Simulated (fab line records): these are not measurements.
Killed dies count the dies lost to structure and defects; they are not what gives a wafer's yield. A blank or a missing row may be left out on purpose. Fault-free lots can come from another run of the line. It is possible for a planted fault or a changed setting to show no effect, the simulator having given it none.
Struck lot and sound lot, side by side + flow n5 finfet + 40 out of 1938 route steps
Sound: the wafers L109.4, L109.5, L109.6. Wafers L124.2, L124.5, L124.6 were the ones struck. The cause comes at the end.
Order at every step that has rows: each side's tool, ch and its chambers, its first start. Under that, the readings that differ: sound wafers + struck wafers + difference of the means + sigmas: that difference in standard deviations of wafers without a fault.
alike: readings with means less than 2 such deviations apart, plus words and numbers identical on both sides. not compared: withheld readings, readings lacking a value on some wafer, bounds such as >300 that could conceal the same value, and numbers that have no deviation in the record and whose values overlap.
The two part at a step that has a row with sigmas, a row that says differs or no value, or rows on one side only. Numbers that have no deviation but don't overlap get no sigmas and don't part them. Lack of a reading on every wafer of one side parts them only where that side has two or more wafers.

first, 10 steps without rows for these wafers: N5_MOL_CONTACT_COAG_DESCUM_88 (chemistry O2, time 7 s); N5_MOL_CONTACT_COAG_ETCH_89 (etches underlayer in N2/H2, target depth 13 nm, time 10.4 s); N5_MOL_CONTACT_COAG_ETCH_90 (etches SiARC in CF4, target depth 13 nm, time 21.7 s); N5_MOL_CONTACT_COAG_ALD_131 (deposits SiO2, target thk 5 nm, pulse time 1 s, co reactant pulse time 1 s); N5_MOL_CONTACT_COAG_ETCHBACK_132 (etches SiO2 in CHF3, target depth 10 nm, time 6.7 s); N5_MOL_CONTACT_COAG_ETCH_91 (etches SOC in N2/H2, target depth 60 nm, overetch 21 nm, time 101.2 s); N5_MOL_CONTACT_COAG_STRIP_92 (strips in N2/H2); N5_MOL_CONTACT_COAG_STRIP_93 (strips in N2/H2); N5_MOL_CONTACT_COAG_ETCHBACK_135 (etches SiO2 in CHF3, target depth 25 nm, time 16.7 s); N5_MOL_CONTACT_COAG_STRIP_118 (strips in CHF3).
N5_MOL_CONTACT_COAG_VIA_ETCH_46: etches SiO2 in C4F6/O2, target depth 46 nm, overetch 9.2 nm, time 40 s.
  sound on rie diel-01 ch 0,1,2, day 6 22:52; struck on rie diel-01 ch 1,2, day 10 14:47
  no value came back on the struck wafers for any of 9 readings (C4F6_flow_sccm (sccm), O2_flow_sccm (sccm) and others); on the sound wafers C4F6_flow_sccm (sccm) reads 10.011 10.003 9.980
| reading                                           | sound          | struck         | difference | sigmas |
|---------------------------------------------------|----------------|----------------|------------|--------|
| model.SOC_of_MOL_CONTACT_COAG_COAT_75.thk nm (nm) | 50.8 50.6 50.6 | 57.4 57.6 57.4 | +6.8       |        |
  not compared: rf hours counter h
then, 1 step without rows for these wafers: N5_MOL_CONTACT_COAG_STRIP_96 (strips in N2/H2).
N5_MOL_CONTACT_COAG_ETCH_47: etches SiNx in CH3F/O2, stops on W, target depth 27 nm.
  sound on rie diel-01 ch 0,1,2, day 6 22:58; struck on rie diel-01 ch 1,2, day 10 14:53
| reading                    | sound          | struck         | difference | sigmas |
|----------------------------|----------------|----------------|------------|--------|
| etch rf on time s (s)      | 32.0 31.9 31.1 | 50.8 50.8 50.8 | +19.1      | +50    |
| oes product au (a.u.)      | 0.67 0.63 0.77 | 0.31 0.31 0.26 | -0.40      | -6     |
| model.etch.over etch s (s) | 5.33 5.31 5.19 | 0 0 0          | -5         |        |
  alike: CH3F_flow_sccm, O2_flow_sccm, chamber pressure mTorr, drypump motor current A, oes_ar_750_au, rf vpp V, showerhead plenum p Torr, throttle valve pct
  not compared: rf hours counter h
then, 3 steps without rows for these wafers: N5_MOL_CONTACT_COAG_STRIP_119 (strips in N2/H2, time 30 s); N5_MOL_CONTACT_COAG_PRECLEAN_144 (cleans in alkaline clean, time 60 s); N5_MOL_CONTACT_COAG_SRD_145 (time 30 s).
N5_MOL_CONTACT_COAG_CD_MEAS_137: target cd 16 nm.
  sound on cd sem-02 at day 6 23:10; struck on cd sem-03 at day 10 15:07
| reading    | sound             | struck | difference                    | sigmas |
|------------|-------------------|--------|-------------------------------|--------|
| cd nm (nm) | 15.91 15.92 16.05 | - - -  | no value on the struck wafers |        |
then, 20 steps without rows for these wafers: N5_MOL_CONTACT_COAG_COAT_62 (time 60 s, resist thk 60 nm); N5_MOL_CONTACT_COAG_COAT_63 (time 60 s, resist thk 10 nm); N5_MOL_CONTACT_COAG_COAT_64 (time 60 s, resist thk 10 nm); N5_MOL_CONTACT_COAG_COAT_34 (resist thk 40 nm); N5_MOL_CONTACT_COAG_EBR_36; N5_MOL_CONTACT_COAG_SOFTBAKE_35 (time 60 s); N5_MOL_CONTACT_COAG_EXPOSE_37 (exposes mask VD, defocus 0 nm); N5_MOL_CONTACT_COAG_PEB_38 (peb time 60 s); N5_MOL_CONTACT_COAG_DEVELOP_39 (develop time 30 s); N5_MOL_CONTACT_COAG_DESCUM_45 (chemistry O2, time 7 s); N5_MOL_CONTACT_COAG_ETCH_65 (etches underlayer in N2/H2, target depth 13 nm, time 10.4 s); N5_MOL_CONTACT_COAG_ETCH_66 (etches SiARC in CF4, target depth 13 nm, time 21.7 s); N5_MOL_CONTACT_COAG_ALD_133 (deposits SiO2, target thk 5 nm, pulse time 1 s, co reactant pulse time 1 s); N5_MOL_CONTACT_COAG_ETCHBACK_134 (etches SiO2 in CHF3, target depth 10 nm, time 6.7 s); N5_MOL_CONTACT_COAG_ETCH_67 (etches SOC in N2/H2, target depth 60 nm, overetch 21 nm, time 101.2 s); N5_MOL_CONTACT_COAG_STRIP_68 (strips in N2/H2); N5_MOL_CONTACT_COAG_STRIP_69 (strips in N2/H2); N5_MOL_CONTACT_COAG_ETCHBACK_136 (etches SiO2 in CHF3, target depth 25 nm, time 16.7 s); N5_MOL_CONTACT_COAG_STRIP_120 (strips in CHF3); N5_MOL_CONTACT_COAG_VIA_ETCH_117 (etches SiO2 in C4F6/O2, target depth 40 nm, overetch 8 nm, time 26 s).
N5_MOL_CONTACT_COAG_ETCH_124: etches SiNx in CH3F/O2, stops on SiOC, target depth 6.5 nm.
  sound on rie diel-01 ch 0,1,2, day 7 00:20; struck on rie diel-06 ch 0,1, day 10 16:14
| reading               | sound          | struck         | difference | sigmas |
|-----------------------|----------------|----------------|------------|--------|
| oes product au (a.u.) | 0.65 0.61 0.74 | 0.33 0.33 0.33 | -0.34      | -6     |
  alike: CH3F_flow_sccm, O2_flow_sccm, chamber pressure mTorr, drypump motor current A, oes_ar_750_au, rf vpp V, showerhead plenum p Torr, throttle valve pct
  not compared: rf hours counter h
N5_BEOL_M4_RC_MEAS_101:
  the record has rows for the sound wafers here (prober-01 ch 0, day 10 00:29) and none for the struck ones
-- a jump in the record: the struck wafers' starts before and after are 7 days apart (it breaks off in module BEOL_M4 and resumes in module PASSIVATION, where the first step shown is number 1936 of the route) --
N5_PASSIVATION_PROBE_49:
  sound on prober-01 at day 14 02:05; struck on prober-01 at day 17 16:52
| reading                  | sound          | struck         | difference | sigmas      |
|--------------------------|----------------|----------------|------------|-------------|
| defect limited yield (%) | 92.0 91.6 92.7 | 0 0 0          | -92        | -66         |
| killed at contacts       | 8 8 1          | 1082 1099 1100 | +1088      | +99 or more |
| killed dies              | 94 99 86       | 1180 1180 1180 | +1087      | +68         |
| killed on rim            | 9 11 11        | 152 152 152    | +142       | +42         |
| sort_bin_5_function (%)  | 4.5 5.2 3.6    | 95.6 97.4 96.6 | +92.1      | +99 or more |
| sort n pass              | 1086 1081 1094 | 0 0 0          | -1087      | -68         |
| sort yield pct (%)       | 92.0 91.6 92.7 | 0 0 0          | -92        | -66         |
  alike: killed_at_M0_to_M3, killed_at_M4_up, killed at front end, killed at other, killed open, killed short, sort_bin_6_memory

== WHERE THEY PART ==
Earliest at N5_MOL_CONTACT_COAG_VIA_ETCH_46; latest, in this record, at N5_PASSIVATION_PROBE_49.

WHY: what had been put in by the simulator
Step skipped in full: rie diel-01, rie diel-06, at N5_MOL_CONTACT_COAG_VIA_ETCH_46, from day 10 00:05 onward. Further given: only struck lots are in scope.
